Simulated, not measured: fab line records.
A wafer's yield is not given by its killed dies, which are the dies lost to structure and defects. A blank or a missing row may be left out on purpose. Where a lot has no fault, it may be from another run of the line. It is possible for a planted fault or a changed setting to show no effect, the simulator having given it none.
fab line records	flow nand_harc
record: lots: 11	wafers: 33	last_day: 34
route steps=1302 shown P_ZERO_WELL@16 END@1302
lots that met no fault: taken from a fault-free run of the same line
start_h: the number of hours between the record's first day and the start of the first shown wafer of the lot	wait_h: hours since the lot's step before	" identical to the entry in the row above	L1.1+2: a row that stands for several wafers	- either no value or no given start	* or withheld: withheld	< > ~ a bound
route shown NAME@n: a module of which the file shows steps, and the number in the route of the first	usual: average and standard deviation across the fault-free wafers	same: alike in all rows	chamber/n: place in a boat	sites: readings site by site	_std_site: standard deviation across them	_edge_site: outer sites' mean less inner sites'	radius_mm: for every site, how far away it sits from the centre of the wafer	mask NAME#n: copy n	behind: the last tool/chamber to shape the wafer	hold: reason for holding the lot/hours on hold/outcome of the hold	device: the n, p or np transistor that did not switch	end of line: tests of these same wafers at the route's end	a step given without rows: its recipe and nothing more	killed: the dies lost at the first sort to structure and to defects; this is not the yield of the wafer	map: a wafer's dies, x killed, . not, _ none there
set.NAME: the run value of the setting; set.NAME@STEP: its run value at that earlier step	model.NAME: the simulator's own value behind a step, which no gauge read
steps of the route over a sample of lots; a table a step, a row a wafer
services: the hour from which a tool's chamber was out of use, counted from the record's first day as start_h (under 0 if before that day), plus the number of hours and why
== steps ==
step: NHARC_P_ZERO_WELL_DESCUM_13
recipe: time_s: 3	o2_flow_sccm: 200	ar_flow_sccm: 0	bias_power_w: 0	chemistry: O2
usual: drypump_motor_current_A: 5.9/0.33	oes_product_au: 1.002/0.012	rf_vpp_V: 57.6/0.91	showerhead_plenum_p_Torr: 1.91/0.079	throttle_valve_pct: 11.312/0.0086
lot.wafer	tool	chamber	start_h	wait_h	drypump_motor_current_A	oes_product_au	rf_hours_counter_h	rf_vpp_V	showerhead_plenum_p_Torr	throttle_valve_pct
L107.4	rie_diel-03	3	41.40	-	5.9	1.001	37	56.7	2.06	11.314
L107.3	"	0	"	"	6.2	1.001	36	58.4	1.91	11.319
L107.5	"	3	"	"	5.9	0.992	-	59.0	2.06	11.307
L108.1	rie_diel-12	1	51.27	-	5.7	0.996	41	57.0	1.85	11.313
L108.2	"	2	"	"	5.4	0.997	40	56.6	1.89	11.312
L108.4	"	0	"	"	6.1	1.013	44	58.8	2.00	11.316
L109.2	rie_diel-12	0	61.49	-	6.0	1.009	46	58.1	2.00	11.309
L109.5	"	1	"	"	5.7	0.999	-	56.6	1.85	11.322
L109.6	"	2	"	"	5.4	0.991	-	57.2	1.89	11.309
L113.4	rie_diel-13	3	101.66	-	5.5	1.035	31	57.5	1.81	11.315
L113.1	"	1	"	"	6.4	0.980	33	56.3	1.79	11.317
L113.5	"	3	"	"	5.6	1.026	-	59.1	1.81	11.336
L118.1	rie_diel-12	0	151.34	-	6.0	1.008	14	57.2	1.99	11.321
L118.2	"	2	"	"	5.4	0.998	14	57.1	1.88	11.311
L118.5	"	3	"	"	5.7	1.003	-	57.9	1.97	11.318
L120.1	rie_diel-03	0	171.98	-	6.1	1.021	24	57.8	1.89	11.307
L120.6	"	3	"	"	5.9	1.015	-	57.1	2.05	11.292
L120.5	"	0	"	"	6.1	1.025	-	59.0	1.89	11.325
L122.4	rie_diel-13	3	191.42	-	5.5	1.012	5	56.0	1.80	11.307
L122.6	"	0	"	"	6.3	0.995	-	57.8	1.98	11.313
L122.5	"	1	"	"	6.4	0.986	-	56.6	1.78	11.311
L123.1	rie_diel-12	1	201.42	-	5.7	1.005	31	58.4	1.84	11.321
L123.3	"	2	"	"	5.4	0.994	36	57.8	1.88	11.311
L123.5	"	0	"	"	6.0	1.011	-	57.5	1.99	11.328
L124.2	rie_diel-03	3	211.42	-	5.9	1.010	32	59.4	2.05	11.325
L124.6	"	2	"	"	6.0	1.007	-	57.8	1.84	11.305
L124.5	"	3	"	"	5.9	1.017	-	58.4	2.05	11.313
L125.2	rie_diel-12	0	221.41	-	6.1	1.012	36	56.0	1.98	11.302
L125.3	"	1	"	"	5.7	0.993	36	57.5	1.84	11.307
L125.5	"	2	"	"	5.4	0.999	-	57.0	1.87	11.302
L126.1	rie_diel-12	0	231.26	-	6.1	1.003	38	58.4	1.98	11.299
L126.4	"	1	"	"	5.7	0.998	38	57.3	1.84	11.312
L126.6	"	1	"	"	5.7	0.995	-	57.3	1.84	11.317
step: NHARC_P_ZERO_WELL_ETCH_63
recipe: target_depth_a: 1200	time_s: 40.1	hbr_flow_sccm: 150	cl2_flow_sccm: 50	rf_w: 400	icp_w: 400	bias_w: 100	chemistry: HBr/Cl2
usual: drypump_motor_current_A: 5.8/0.48	oes_product_au: 1.004/0.013	throttle_valve_pct: 26.406/0.0085
lot.wafer	tool	chamber	start_h	wait_h	drypump_motor_current_A	oes_product_au	rf_hours_counter_h	throttle_valve_pct
L107.3	rie_si-02	0	41.66	-	6.2	1.013	0.6	26.385
L107.4	"	2	"	"	5.1	0.995	0.6	26.412
L107.5	"	0	"	"	6.2	1.000	-	26.413
L108.1	rie_si-05	0	51.54	-	5.9	0.989	0.6	26.387
L108.2	"	1	"	"	5.1	1.010	0.7	26.396
L108.4	"	2	"	"	5.4	0.998	0.7	26.411
L109.2	rie_si-02	3	61.77	-	5.1	0.985	0.7	26.393
L109.6	"	2	"	"	5.1	0.979	-	26.388
L109.5	"	3	"	"	5.1	0.975	-	26.404
L113.4	rie_si-03	3	102.20	-	6.1	1.016	0.3	26.409
L113.1	"	0	"	"	5.7	1.008	0.3	26.396
L113.5	"	3	"	"	6.1	1.003	-	26.410
L118.2	rie_si-02	0	151.73	-	6.2	1.014	0.3	26.407
L118.1	"	1	"	"	6.2	1.007	0.2	26.404
L118.5	"	0	"	"	6.2	0.999	-	26.413
L120.1	rie_si-05	0	172.31	-	5.9	0.993	0.2	26.412
L120.5	"	1	"	"	5.1	1.029	-	26.411
L120.6	"	2	"	"	5.5	1.003	-	26.406
L122.4	rie_si-03	0	191.65	-	5.8	1.009	0.6	26.407
L122.6	"	0	"	"	5.8	1.003	-	26.417
L122.5	"	1	"	"	6.0	1.016	-	26.421
L123.3	rie_si-05	0	201.67	-	6.0	0.994	0.4	26.401
L123.1	"	1	"	"	5.1	1.030	0.4	26.407
L123.5	"	0	"	"	5.9	0.992	-	26.404
L124.2	rie_si-03	2	211.68	-	6.7	1.009	0.9	26.396
L124.6	"	1	"	"	6.0	1.018	-	26.414
L124.5	"	2	"	"	6.7	1.004	-	26.394
L125.2	rie_si-02	3	221.66	-	5.2	1.001	0.8	26.413
L125.3	"	1	"	"	6.2	1.001	0.6	26.414
L125.5	"	2	"	"	5.0	1.007	-	26.402
L126.4	rie_si-03	2	231.53	-	6.6	1.010	0.0	26.386
L126.1	"	3	"	"	6.1	0.996	0.0	26.417
L126.6	"	1	"	"	5.9	1.011	-	26.413
step: NHARC_P_ZERO_WELL_EXPOSE_21
recipe: na: 0.6	target_cd_nm: 720	dose_mj: 22.31	mask_id: P_NWELL
same: na: 0.6
lot.wafer	tool	chamber	start_h	wait_h	mask
L107.3+4+5	krf_scanner-02	0	42.32	-	P_NWELL#0
L108.1+2+4	krf_scanner-04	0	52.30	-	P_NWELL#0
L109.2+5+6	krf_scanner-04	0	62.46	-	P_PWELL#0
L113.1+4+5	krf_scanner-03	0	102.95	-	P_NWELL#0
L118.1+2+5	krf_scanner-03	0	152.37	-	P_NWELL#0
L120.1+5+6	krf_scanner-04	0	173.04	-	P_NWELL#0
L122.4+5+6	krf_scanner-04	0	192.44	-	P_NWELL#0
L123.1+3+5	krf_scanner-04	0	202.30	-	P_NWELL#0
L124.2+5+6	krf_scanner-04	0	212.32	-	P_NWELL#0
L125.2+3+5	krf_scanner-03	0	222.42	-	P_NWELL#0
L126.1+4+6	krf_scanner-04	0	232.30	-	P_NWELL#0
step: NHARC_P_ZERO_WELL_CD_MEAS_24
recipe: target_cd_nm: 720	landing_energy_ev: 500
usual: cd_nm: 721.4/2.2
lot.wafer	tool	chamber	start_h	wait_h	cd_nm
L107.3	cd_sem-02	0	42.47	-	721.9
L107.4	"	0	"	"	723.1
L107.5	"	0	"	"	720.9
L108.1	cd_sem-02	0	52.45	-	720.6
L108.2	"	0	"	"	720.2
L108.4	"	0	"	"	716.4
L109.2	cd_sem-02	0	62.61	-	-
L109.5	"	0	"	"	-
L109.6	"	0	"	"	-
L113.1	cd_sem-02	0	103.11	-	721.5
L113.4	"	0	"	"	721.1
L113.5	"	0	"	"	721.8
L118.1	cd_sem-02	0	152.52	-	723.2
L118.2	"	0	"	"	722.8
L118.5	"	0	"	"	721.4
L120.1	cd_sem-03	0	173.20	-	721.5
L120.5	"	0	"	"	726.3
L120.6	"	0	"	"	721.4
L122.4	cd_sem-02	0	192.58	-	720.7
L122.5	"	0	"	"	719.5
L122.6	"	0	"	"	720.8
L123.1	cd_sem-03	0	202.46	-	724.1
L123.3	"	0	"	"	720.1
L123.5	"	0	"	"	724.7
L124.2	cd_sem-02	0	212.47	-	720.5
L124.5	"	0	"	"	721.2
L124.6	"	0	"	"	720.1
L125.2	cd_sem-02	0	222.58	-	722.1
L125.3	"	0	"	"	723.9
L125.5	"	0	"	"	723.1
L126.1	cd_sem-02	0	232.46	-	719.8
L126.4	"	0	"	"	721.2
L126.6	"	0	"	"	721.5
step: NHARC_P_ZERO_WELL_DESCUM_39
recipe: time_s: 3	o2_flow_sccm: 200	ar_flow_sccm: 0	bias_power_w: 0	chemistry: O2
usual: drypump_motor_current_A: 5.9/0.32	oes_product_au: 1.002/0.0099	rf_vpp_V: 57.8/0.94	showerhead_plenum_p_Torr: 1.90/0.079	throttle_valve_pct: 11.312/0.0088
lot.wafer	tool	chamber	start_h	wait_h	drypump_motor_current_A	oes_product_au	rf_hours_counter_h	rf_vpp_V	showerhead_plenum_p_Torr	throttle_valve_pct
L107.4	rie_diel-13	2	44.27	-	6.4	1.006	17	58.0	1.94	11.295
L107.3	"	0	"	"	6.3	1.009	15	58.2	2.00	11.316
L107.5	"	3	"	"	5.5	1.010	-	57.5	1.82	11.313
L108.1	rie_diel-03	1	54.12	-	6.2	1.006	41	56.4	1.80	11.300
L108.4	"	2	"	"	6.0	0.994	39	57.3	1.86	11.311
L108.2	"	3	"	"	5.9	0.999	40	58.0	2.06	11.323
L109.2	rie_diel-13	0	64.41	-	6.3	0.986	19	59.1	2.00	11.324
L109.6	"	0	"	"	6.3	0.999	-	58.8	2.00	11.302
L109.5	"	1	"	"	6.4	0.983	-	57.3	1.79	11.315
L113.1	rie_diel-12	3	104.93	-	5.7	0.987	1	57.0	1.97	11.316
L113.4	"	0	"	"	6.0	1.008	1	56.9	2.00	11.317
L113.5	"	1	"	"	5.7	0.986	-	57.0	1.85	11.299
L118.2	rie_diel-03	0	154.33	-	6.1	1.007	14	56.0	1.89	11.323
L118.1	"	1	"	"	6.2	0.987	12	56.6	1.79	11.320
L118.5	"	0	"	"	6.2	1.011	-	57.1	1.89	11.291
L120.1	rie_diel-13	2	174.99	-	6.5	0.998	0	57.7	1.92	11.300
L120.5	"	2	"	"	6.5	1.000	-	57.4	1.92	11.309
L120.6	"	3	"	"	5.6	1.016	-	59.2	1.80	11.327
L122.4	rie_diel-13	0	194.39	-	6.3	1.006	5	58.3	1.98	11.315
L122.5	"	3	"	"	5.6	1.024	-	57.7	1.80	11.313
L122.6	"	0	"	"	6.3	1.009	-	58.7	1.98	11.328
L123.1	rie_diel-12	2	204.33	-	5.4	1.008	37	58.5	1.88	11.305
L123.3	"	3	"	"	5.7	1.001	37	57.3	1.96	11.297
L123.5	"	2	"	"	5.4	1.002	-	58.7	1.88	11.313
L124.2	rie_diel-13	1	214.18	-	6.4	0.989	12	56.7	1.78	11.315
L124.6	"	2	"	"	6.5	1.001	-	57.7	1.92	11.331
L124.5	"	3	"	"	5.6	1.027	-	57.8	1.80	11.309
L125.2	rie_diel-12	3	224.37	-	5.7	1.002	41	58.2	1.96	11.310
L125.3	"	1	"	"	5.7	1.003	36	57.1	1.84	11.315
L125.5	"	0	"	"	6.0	1.004	-	58.6	1.98	11.315
L126.4	rie_diel-12	2	235.98	-	5.4	1.013	47	58.7	1.87	11.309
L126.1	"	0	"	"	6.0	0.998	40	57.4	1.98	11.305
L126.6	"	3	"	"	5.7	0.996	-	57.9	1.96	11.312
step: NHARC_END_SORT_01
recipe: temp_c: 25
usual: killed_at_array: 63/27	killed_at_other: 0.7/1.2	killed_at_periphery: 3.1/2	killed_dies: 67/28	killed_open: 3.0/1.9	killed_short: 2.2/1.5
same: gross_dies: 677
lot.wafer	tool	chamber	start_h	wait_h	killed_at_array	killed_at_other	killed_at_periphery	killed_dies	killed_open	killed_short
L109.2	prober-01	0	590.55	2.8	108	0	569	677	3	4
L109.5	prober-01	0	592.93	3.7	103	0	574	677	1	3
L109.6	prober-01	0	593.72	4.0	101	0	576	677	0	1
killed by level:class
L109.2 P_ZERO_WELL:area_expose=566 A_CHANNEL_HOLE_D1:chamber_film_flake=37 A_CHANNEL_HOLE_D2:chamber_film_flake=32 A_SLIT:chamber_film_flake=25 A_CONTACT:chamber_film_flake=3 A_ZERO_WELL:chamber_film_flake=2 P_M0:geometric_particle:short=1 P_M2:geometric_particle:open=1
L109.5 P_ZERO_WELL:area_expose=573 A_CHANNEL_HOLE_D2:chamber_film_flake=43 A_CHANNEL_HOLE_D1:chamber_film_flake=27 A_SLIT:chamber_film_flake=23 A_CONTACT:chamber_film_flake=4 A_STAIRCASE:chamber_film_flake=2 P_M0:geometric_particle:short=1 A_ONON_D1:geometric_particle:short=1
L109.6 P_ZERO_WELL:area_expose=576 A_CHANNEL_HOLE_D1:chamber_film_flake=33 A_CHANNEL_HOLE_D2:chamber_film_flake=31 A_SLIT:chamber_film_flake=31 A_ZERO_WELL:chamber_film_flake=2 A_ONON_D2:geometric_particle:short=1 A_DECK1_JOINT:chamber_film_flake=1 A_CHANNEL_FILL_D2:chamber_film_flake=1
== services ==
tool	chamber	start_h	hours	kind
rie_si-02	3	24.39	6.1	repair
rie_diel-13	2	32.52	3.1	repair
rie_si-03	-	44.00	9.0	pm
krf_scanner-03	-	52.00	4.0	pm
rie_diel-13	2	58.84	13.8	repair
rie_diel-12	-	92.75	9.0	pm
krf_scanner-04	-	97.52	0.1	repair
rie_si-02	-	100.00	9.0	pm
rie_diel-03	-	105.50	9.0	pm
rie_diel-03	-	123.34	0.4	repair
rie_si-05	-	128.00	9.0	pm
rie_si-03	0	130.08	38.4	repair
rie_si-02	2	138.76	1.4	repair
rie_diel-13	0	140.62	4.2	repair
rie_si-03	3	143.29	2.0	repair
krf_scanner-04	-	154.92	0.2	repair
rie_diel-13	-	165.05	9.0	pm
krf_scanner-03	-	171.14	0.3	repair
krf_scanner-04	-	179.96	0.7	repair
krf_scanner-04	-	182.00	4.0	pm
rie_si-03	2	200.54	9.9	repair
rie_si-02	-	219.51	0.2	repair
rie_si-03	-	221.00	9.0	pm
krf_scanner-04	-	230.71	1.2	repair
== key ==
first_sign: step: NHARC_P_ZERO_WELL_EXPOSE_21	reading: mask	direction: changed
effect: step: NHARC_P_ZERO_WELL_CD_MEAS_24	reading: cd_nm	direction: missing
effect: step: NHARC_END_SORT_01	reading: killed_at_periphery	direction: up	sigmas: 99+	usual: 3.1	struck: 573
more_kills_born_at: NHARC_P_ZERO_WELL_EXPOSE_21@krf_scanner-04: 1715
met_at NHARC_P_ZERO_WELL_EXPOSE_21
struck_lots L109
later_rows_left_out L109.2,L109.5,L109.6
tester_left_out L109
not_acting_at NHARC_P_ZERO_WELL_DESCUM_13,NHARC_P_ZERO_WELL_ETCH_63,NHARC_P_ZERO_WELL_DESCUM_39
onset_between 52.30 62.46
fault: kind: wrong_mask	tool: any	chamber: -	onset_h: 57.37	steps: NHARC_P_ZERO_WELL_EXPOSE_21	aux_copy: P_PWELL#0	scope: struck_lots_only
tester_left_out: of these lots the tester's yield and bins aren't shown, on N5 and GAA mostly nor the transistor test; their killed dies are dies lost to structure and defects alone, not to doping, threshold or leakage, so they don't give the yield
later_rows_left_out: the simulator's readings of these wafers behind a module that went badly wrong aren't trusted and aren't shown, but for the sort
